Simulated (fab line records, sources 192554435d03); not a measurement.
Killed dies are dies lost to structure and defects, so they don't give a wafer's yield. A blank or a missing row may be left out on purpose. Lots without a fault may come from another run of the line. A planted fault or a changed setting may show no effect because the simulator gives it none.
Problem report in the 8D (eight disciplines) form, filled by code | flow n5_finfet | the parts of the form that need people (team, actions taken, sign-off) are left out

1. THE PROBLEM
rf_fwd_power_W at N5_GATE_CUT_ETCH_58 reads a mean of 510.9 W on 2 wafers of 1 lot; wafers without a fault read 413.7 W with a standard deviation of 1.4. That is +69 standard deviations from the usual mean.
The step: etches SiNx in CH3F/O2, target depth 17 nm, time 128.6 s.
First seen on wafer L100.4, day 10 03:52, on rie_diel-01. The record holds 24 wafers of 8 lots with a number at this step. Rule for "out", or "out of limits": more than 4 standard deviations from the usual mean. The other wafers with a number count as sound.

2. WHAT IT IS AND WHAT IT IS NOT
question                    | is                       | is not
which readings at this step | rf_fwd_power_W, rf_vpp_V | CH3F_flow_sccm, drypump_motor_current_A, oes_product_au, showerhead_plenum_p_Torr, throttle_valve_pct
which lots                  | L100                     | L978, L984, L985, L987, L988, L990, L991
which wafers of those lots  | L100.4, L100.5           | L100.1
read on which tools         | rie_diel-01              | rie_diel-03, rie_diel-06
when                        | from day 10 03:52        | up to then (22 sound wafers)

3. SUSPECTS, AND WHAT RULES EACH OUT
Counting: a tool at a process step up to the reading stays a suspect if it ran every lot that is out. Sound lots after the first of them don't rule it out here, since some wafers of a struck lot are sound.
- rie_diel-02 at N5_HKMG_FIN_ETCH_67 (etches SOC in N2/H2, stops on TiN, target depth 388.9 nm): kept. It ran the lot that is out, L100 (day 10 01:34); its last sound lot up to then is L990 (day 7 18:25).
- rie_diel-02 at N5_HKMG_FIN_STRIP_90 (strips SOC in N2/H2, time 20 s): kept. It ran the lot that is out, L100 (day 10 01:37); its last sound lot up to then is L990 (day 7 18:29).
- rie_metal-01 at N5_GATE_CUT_ETCH_56 (etches TiN in Cl2/Ar, target depth 21.6 nm): kept. It ran the lot that is out, L100 (day 10 03:42); its last sound lot up to then is L987 (day 7 00:46).
- rie_diel-01 at N5_GATE_CUT_ETCH_58 (etches SiNx in CH3F/O2, target depth 17 nm, time 128.6 s): kept. It ran the lot that is out, L100 (day 10 03:52); its last sound lot up to then is L991 (day 7 17:57). Its own readings are out on those wafers: rf_fwd_power_W, rf_vpp_V.
- Within rie_diel-02 at N5_HKMG_FIN_ETCH_67: the wafers that are out ran in chamber 2; their sound lot-mates ran in chamber 3.
- Within rie_diel-02 at N5_HKMG_FIN_STRIP_90: the wafers that are out ran in chamber 2; their sound lot-mates ran in chamber 3.
- Within rie_diel-01 at N5_GATE_CUT_ETCH_58: the wafers that are out ran in chamber 2; their sound lot-mates ran in chamber 1.
Left after counting: rie_diel-02 at N5_HKMG_FIN_ETCH_67, rie_diel-02 at N5_HKMG_FIN_STRIP_90, rie_metal-01 at N5_GATE_CUT_ETCH_56, rie_diel-01 at N5_GATE_CUT_ETCH_58.

4. THE CAUSE (what the simulator had put in)
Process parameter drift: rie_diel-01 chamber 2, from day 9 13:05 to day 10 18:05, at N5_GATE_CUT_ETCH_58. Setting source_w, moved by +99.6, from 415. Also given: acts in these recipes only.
Counting left 4 suspects, and this tool is among them.

5. THE CHAIN OF EFFECTS, in route order
Each row: a reading whose mean over the struck wafers that have a number lies more than 3 standard deviations from the usual. Only readings for which the record gives a usual standard deviation are gone through. hours: the time from each lot's start at the first step in this table that gives one to its start at this step, as a median over the lots. sigmas: the change in usual standard deviations.
hours | step                | reading        | usual   | on struck wafers | change | sigmas
0     | N5_GATE_CUT_ETCH_58 | rf_fwd_power_W | 413.7 W | 510.9            | +97.2  | +69
0     | N5_GATE_CUT_ETCH_58 | rf_vpp_V       | 98.9 V  | 91.3             | -7.6   | -8.3
The process steps in it:
- N5_GATE_CUT_ETCH_58: etches SiNx in CH3F/O2, target depth 17 nm, time 128.6 s.
Later measuring or inspecting steps at which every struck wafer that the step has a row for has a number for every such reading, and none has moved that far: N5_BEOL_M4_RC_MEAS_101.

6. WHAT WOULD HAVE CAUGHT IT SOONER
In this record the first reading out of limits was taken at day 10 03:52, 15 hours after the fault began at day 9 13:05.
